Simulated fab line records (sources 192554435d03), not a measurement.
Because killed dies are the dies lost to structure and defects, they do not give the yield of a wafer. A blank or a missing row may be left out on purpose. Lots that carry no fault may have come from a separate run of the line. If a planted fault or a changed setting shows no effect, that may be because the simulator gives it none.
Which of the tools did it? :: flow n5_finfet :: 12 lots, 29 wafers sampled, at 5 steps of a route of 1938

WHAT THE GAUGES READ, wafer by wafer
N5_MIM_TOP_LITHO_CD_MEAS_08 targets a cd of 2000 nm.
lot: L673
measured: day 11 03:40
on: cd_sem-03
cd_nm (nm): 2001.7 2001.1

lot: L672
measured: day 11 11:41
on: cd_sem-03
cd_nm (nm): 1998.4 2000.0

lot: L675
measured: day 12 03:34
on: cd_sem-01
cd_nm (nm): 1998.1 1999.1 2000.1

lot: L674
measured: day 12 05:36
on: cd_sem-01
cd_nm (nm): 2002.4 1995.5

lot: L677
measured: day 12 09:40
on: cd_sem-01
cd_nm (nm): 1997.7 2001.1 1997.8

lot: L676
measured: day 12 16:38
on: cd_sem-01
cd_nm (nm): 2001.4 1998.2 1999.4

lot: L679
measured: day 13 03:08
on: cd_sem-03
cd_nm (nm): 1998.8 2002.6 1998.5

lot: L683
measured: day 15 01:02
on: cd_sem-03
cd_nm (nm): 1999.6 2001.3

lot: L686
measured: day 15 16:54
on: cd_sem-01
cd_nm (nm): 2000.3 2001.9

lot: L691
measured: day 16 07:52
on: cd_sem-01
cd_nm (nm): 1997.4 1995.2

lot: L690
measured: day 16 13:37
on: cd_sem-02
cd_nm (nm): 1998.5 2003.0 1997.0

lot: L695
measured: day 17 21:50
on: cd_sem-03
cd_nm (nm): 1996.6 1996.7

N5_MIM_TOP_LITHO_INSPECT_12: inspects for defects (macro).
lot: L673
measured: day 11 03:43
on: defect_inspect-02
raw_defect_count: 2 3

lot: L672
measured: day 11 11:44
on: defect_inspect-02
raw_defect_count: 1 2

lot: L675
measured: day 12 03:37
on: defect_inspect-01
raw_defect_count: 4 3 3

lot: L674
measured: day 12 05:39
on: defect_inspect-01
raw_defect_count: 4 2

lot: L677
measured: day 12 09:44
on: defect_inspect-02
raw_defect_count: 4 0 2

lot: L676
measured: day 12 16:41
on: defect_inspect-02
raw_defect_count: 4 5 2

lot: L679
measured: day 13 03:11
on: defect_inspect-01
raw_defect_count: 2 3 1

lot: L683
measured: day 15 01:05
on: defect_inspect-02
raw_defect_count: 1 3

lot: L686
measured: day 15 16:57
on: defect_inspect-02
raw_defect_count: >300 >300

lot: L691
measured: day 16 07:55
on: defect_inspect-02
raw_defect_count: 0 0

lot: L690
measured: day 16 13:40
on: defect_inspect-02
raw_defect_count: >300 >300 >300

lot: L695
measured: day 17 21:53
on: defect_inspect-02
raw_defect_count: 4 1

WHAT TOOL EACH LOT RAN ON (gives the tool, then ch and the chambers of the sampled wafers, and finally the start)
lot: L673
N5_BEOL_M15_STRIP_36: rie_diel-01 ch 0,2, day 10 22:55
N5_PASSIVATION_PECVD_00: pecvd-03 ch 1,2, day 11 02:05
N5_MIM_TOP_ALD_00: ald_hk-01 ch 0,1, day 11 02:38

lot: L672
N5_BEOL_M15_STRIP_36: rie_diel-01 ch 0,2, day 11 05:24
N5_PASSIVATION_PECVD_00: pecvd-01 ch 0,2, day 11 08:22
N5_MIM_TOP_ALD_00: ald_hk-02 ch 2,3, day 11 08:36

lot: L675
N5_BEOL_M15_STRIP_36: rie_diel-06 ch 0,2,3, day 11 20:59
N5_PASSIVATION_PECVD_00: pecvd-04 ch 1,2, day 12 00:34
N5_MIM_TOP_ALD_00: ald_hk-03 ch 0,1,3, day 12 00:46

lot: L674
N5_BEOL_M15_STRIP_36: rie_diel-01 ch 1, day 11 23:43
N5_PASSIVATION_PECVD_00: pecvd-01 ch 0,2, day 12 03:00
N5_MIM_TOP_ALD_00: ald_hk-01 ch 2,3, day 12 04:13

lot: L677
N5_BEOL_M15_STRIP_36: rie_diel-01 ch 1,2,3, day 12 02:46
N5_PASSIVATION_PECVD_00: pecvd-03 ch 0,2, day 12 06:32
N5_MIM_TOP_ALD_00: ald_hk-03 ch 2,3, day 12 08:28

lot: L676
N5_BEOL_M15_STRIP_36: rie_diel-02 ch 0,1,2, day 12 09:29
N5_PASSIVATION_PECVD_00: pecvd-03 ch 1,2, day 12 12:56
N5_MIM_TOP_ALD_00: ald_hk-02 ch 1,2,3, day 12 14:25

lot: L679
N5_BEOL_M15_STRIP_36: rie_diel-01 ch 1,2, day 12 21:40
N5_PASSIVATION_PECVD_00: pecvd-03 ch 0,2, day 13 00:35
N5_MIM_TOP_ALD_00: ald_hk-01 ch 0,3, day 13 01:21

lot: L683
N5_BEOL_M15_STRIP_36: rie_diel-01 ch 1,2, day 14 19:15
N5_PASSIVATION_PECVD_00: pecvd-03 ch 1,2, day 14 22:45
N5_MIM_TOP_ALD_00: ald_hk-01 ch 1,3, day 14 23:42

lot: L686
N5_BEOL_M15_STRIP_36: rie_diel-01 ch 0,3, day 15 11:40
N5_PASSIVATION_PECVD_00: pecvd-04 ch 1,2, day 15 14:29
N5_MIM_TOP_ALD_00: ald_hk-03 ch 0,1, day 15 15:25

lot: L691
N5_BEOL_M15_STRIP_36: rie_diel-02 ch 0,2, day 16 00:41
N5_PASSIVATION_PECVD_00: pecvd-01 ch 1,2, day 16 03:57
N5_MIM_TOP_ALD_00: ald_hk-01 ch 0,1, day 16 04:59

lot: L690
N5_BEOL_M15_STRIP_36: rie_diel-02 ch 0,1,2, day 16 06:52
N5_PASSIVATION_PECVD_00: pecvd-01 ch 0,1,2, day 16 10:14
N5_MIM_TOP_ALD_00: ald_hk-03 ch 1,2,3, day 16 12:07

lot: L695
N5_BEOL_M15_STRIP_36: rie_diel-01 ch 0,2, day 17 15:45
N5_PASSIVATION_PECVD_00: pecvd-04 ch 1,2, day 17 19:00
N5_MIM_TOP_ALD_00: ald_hk-02 ch 0,1, day 17 20:49
- N5_BEOL_M15_STRIP_36: strips in O2.
- N5_PASSIVATION_PECVD_00: deposits SiO2 from SiH4/N2O, target thk 200 nm, time 11.2 s.
- N5_MIM_TOP_ALD_00: deposits Al2O3, purge time 3 s, co reactant pulse time 3 s.

AS READ BY THE TOOLS THEMSELVES (means over the sampled wafers that have a number; for cases with no such wafer, the mark the record gives instead)
N5_BEOL_M15_STRIP_36.
lot: L673
tool: rie_diel-01
drypump_motor_current_A (A): 5.56
oes_product_au (a.u.): 0.78
rf_vpp_V (V): 4.2
showerhead_plenum_p_Torr (Torr): 2.09
throttle_valve_pct (%): 16.94

lot: L672
tool: rie_diel-01
drypump_motor_current_A (A): 5.55
oes_product_au (a.u.): 0.78
rf_vpp_V (V): 5.3
showerhead_plenum_p_Torr (Torr): 2.09
throttle_valve_pct (%): 16.96

lot: L675
tool: rie_diel-06
drypump_motor_current_A (A): 5.10
oes_product_au (a.u.): 0.75
rf_vpp_V (V): 3.4
showerhead_plenum_p_Torr (Torr): 2.11
throttle_valve_pct (%): 16.93

lot: L674
tool: rie_diel-01
drypump_motor_current_A (A): 5.53
oes_product_au (a.u.): 0.71
rf_vpp_V (V): 4.1
showerhead_plenum_p_Torr (Torr): 2.15
throttle_valve_pct (%): 16.76

lot: L677
tool: rie_diel-01
drypump_motor_current_A (A): 5.53
oes_product_au (a.u.): 0.70
rf_vpp_V (V): 3.6
showerhead_plenum_p_Torr (Torr): 2.09
throttle_valve_pct (%): 16.93

lot: L676
tool: rie_diel-02
drypump_motor_current_A (A): 5.79
oes_product_au (a.u.): 0.82
rf_vpp_V (V): 3.3
showerhead_plenum_p_Torr (Torr): 2.12
throttle_valve_pct (%): 16.55

lot: L679
tool: rie_diel-01
drypump_motor_current_A (A): 5.74
oes_product_au (a.u.): 0.70
rf_vpp_V (V): 3.8
showerhead_plenum_p_Torr (Torr): 2.08
throttle_valve_pct (%): 16.92

lot: L683
tool: rie_diel-01
drypump_motor_current_A (A): 5.69
oes_product_au (a.u.): 0.85
rf_vpp_V (V): 4.9
showerhead_plenum_p_Torr (Torr): 2.09
throttle_valve_pct (%): 16.67

lot: L686
tool: rie_diel-01
drypump_motor_current_A (A): 5.22
oes_product_au (a.u.): 0.86
rf_vpp_V (V): 3.9
showerhead_plenum_p_Torr (Torr): 2.09
throttle_valve_pct (%): 16.83

lot: L691
tool: rie_diel-02
drypump_motor_current_A (A): 5.75
oes_product_au (a.u.): 0.84
rf_vpp_V (V): 3.7
showerhead_plenum_p_Torr (Torr): 2.12
throttle_valve_pct (%): 16.48

lot: L690
tool: rie_diel-02
drypump_motor_current_A (A): 5.78
oes_product_au (a.u.): 0.86
rf_vpp_V (V): 3.8
showerhead_plenum_p_Torr (Torr): 2.11
throttle_valve_pct (%): 16.42

lot: L695
tool: rie_diel-01
drypump_motor_current_A (A): 5.57
oes_product_au (a.u.): 0.88
rf_vpp_V (V): 3.8
showerhead_plenum_p_Torr (Torr): 2.08
throttle_valve_pct (%): 16.79

N5_PASSIVATION_PECVD_00.
lot: L673
tool: pecvd-03
chamber_pressure_Torr (Torr): 2.690
heater_power_w (W): 580
showerhead_plenum_p_Torr (Torr): 8.11
susceptor_temp_C (C): 400.28
throttle_valve_pct (%): 50.0

lot: L672
tool: pecvd-01
chamber_pressure_Torr (Torr): 2.698
heater_power_w (W): 644
showerhead_plenum_p_Torr (Torr): 8.21
susceptor_temp_C (C): 400.01
throttle_valve_pct (%): 51.5

lot: L675
tool: pecvd-04
chamber_pressure_Torr (Torr): 2.702
heater_power_w (W): 682
showerhead_plenum_p_Torr (Torr): 8.25
susceptor_temp_C (C): 399.94
throttle_valve_pct (%): 51.4

lot: L674
tool: pecvd-01
chamber_pressure_Torr (Torr): 2.701
heater_power_w (W): 721
showerhead_plenum_p_Torr (Torr): 8.21
susceptor_temp_C (C): 399.85
throttle_valve_pct (%): 51.5

lot: L677
tool: pecvd-03
chamber_pressure_Torr (Torr): 2.697
heater_power_w (W): 581
showerhead_plenum_p_Torr (Torr): 8.13
susceptor_temp_C (C): 400.04
throttle_valve_pct (%): 49.2

lot: L676
tool: pecvd-03
chamber_pressure_Torr (Torr): 2.697
heater_power_w (W): 584
showerhead_plenum_p_Torr (Torr): 8.11
susceptor_temp_C (C): 399.76
throttle_valve_pct (%): 49.2

lot: L679
tool: pecvd-03
chamber_pressure_Torr (Torr): 2.700
heater_power_w (W): 549
showerhead_plenum_p_Torr (Torr): 8.14
susceptor_temp_C (C): 400.05
throttle_valve_pct (%): 49.2

lot: L683
tool: pecvd-03
chamber_pressure_Torr (Torr): 2.700
heater_power_w (W): 496
showerhead_plenum_p_Torr (Torr): 8.13
susceptor_temp_C (C): 399.80
throttle_valve_pct (%): 50.2

lot: L686
tool: pecvd-04
chamber_pressure_Torr (Torr): 2.693
heater_power_w (W): 694
showerhead_plenum_p_Torr (Torr): 8.30
susceptor_temp_C (C): 399.95
throttle_valve_pct (%): 50.9

lot: L691
tool: pecvd-01
chamber_pressure_Torr (Torr): 2.696
heater_power_w (W): 614
showerhead_plenum_p_Torr (Torr): 8.25
susceptor_temp_C (C): 399.86
throttle_valve_pct (%): 52.8

lot: L690
tool: pecvd-01
chamber_pressure_Torr (Torr): 2.700
heater_power_w (W): 602
showerhead_plenum_p_Torr (Torr): 8.23
susceptor_temp_C (C): 399.98
throttle_valve_pct (%): 53.3

lot: L695
tool: pecvd-04
chamber_pressure_Torr (Torr): 2.696
heater_power_w (W): 702
showerhead_plenum_p_Torr (Torr): 8.29
susceptor_temp_C (C): 399.99
throttle_valve_pct (%): 51.1

N5_MIM_TOP_ALD_00.
lot: L673
tool: ald_hk-01
precursor_pulse_height_rel: 1.010

lot: L672
tool: ald_hk-02
precursor_pulse_height_rel: 0.982

lot: L675
tool: ald_hk-03
precursor_pulse_height_rel: 1.004

lot: L674
tool: ald_hk-01
precursor_pulse_height_rel: 0.998

lot: L677
tool: ald_hk-03
precursor_pulse_height_rel: 0.989

lot: L676
tool: ald_hk-02
precursor_pulse_height_rel: 0.998

lot: L679
tool: ald_hk-01
precursor_pulse_height_rel: 1.010

lot: L683
tool: ald_hk-01
precursor_pulse_height_rel: 1.014

lot: L686
tool: ald_hk-03
precursor_pulse_height_rel: 1.002

lot: L691
tool: ald_hk-01
precursor_pulse_height_rel: 1.006

lot: L690
tool: ald_hk-03
precursor_pulse_height_rel: 0.998

lot: L695
tool: ald_hk-02
precursor_pulse_height_rel: 0.986

THE ANSWER, worked out from the rows above alone
Rule: the lots themselves supply what counts as usual. The widest of any qualifying gaps counts: lots, ordered by their means at a reading, are off when they make up no more than a third of the lots, leave a main group of 4 or more, and stand apart from it by 3 or more times the standard deviation of that group's means. A main group whose means are all the same, to the digits that the tables above print for the reading, isn't used. A lot without any number at a reading at which 4 lots or more have one is off too. The other lots that the step has rows for count as sound. Order of review: gauges by route order, followed by the tools' own readings, for which a lot's mean as printed above is used. At the first step where some lot is off, the reading lying furthest off is the one used; lots without a number count as furthest.
Off at N5_MIM_TOP_LITHO_INSPECT_12 (raw_defect_count): L686, L690. Without a number there: L686, L690. The main group has a mean of 2.2 with a standard deviation of 0.98.
A tool fits if, at a process step before that reading, it ran every lot that is off, and no sound lot after the first of them. Those tools and the gauges at N5_MIM_TOP_LITHO_INSPECT_12 are tried in the same way. One fits: N5_MIM_TOP_ALD_00 on ald_hk-03. A fault onset in the window from L677 (day 12 08:28, its last sound lot) to L686 (day 15 15:25, its first lot off) fits.

WHAT HAD BEEN PUT IN BY THE SIMULATOR
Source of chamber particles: ald_hk-03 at N5_MIM_TOP_ALD_00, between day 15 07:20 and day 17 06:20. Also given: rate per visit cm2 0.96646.
Struck lots among those shown: L686, L690. The rule above found the same.
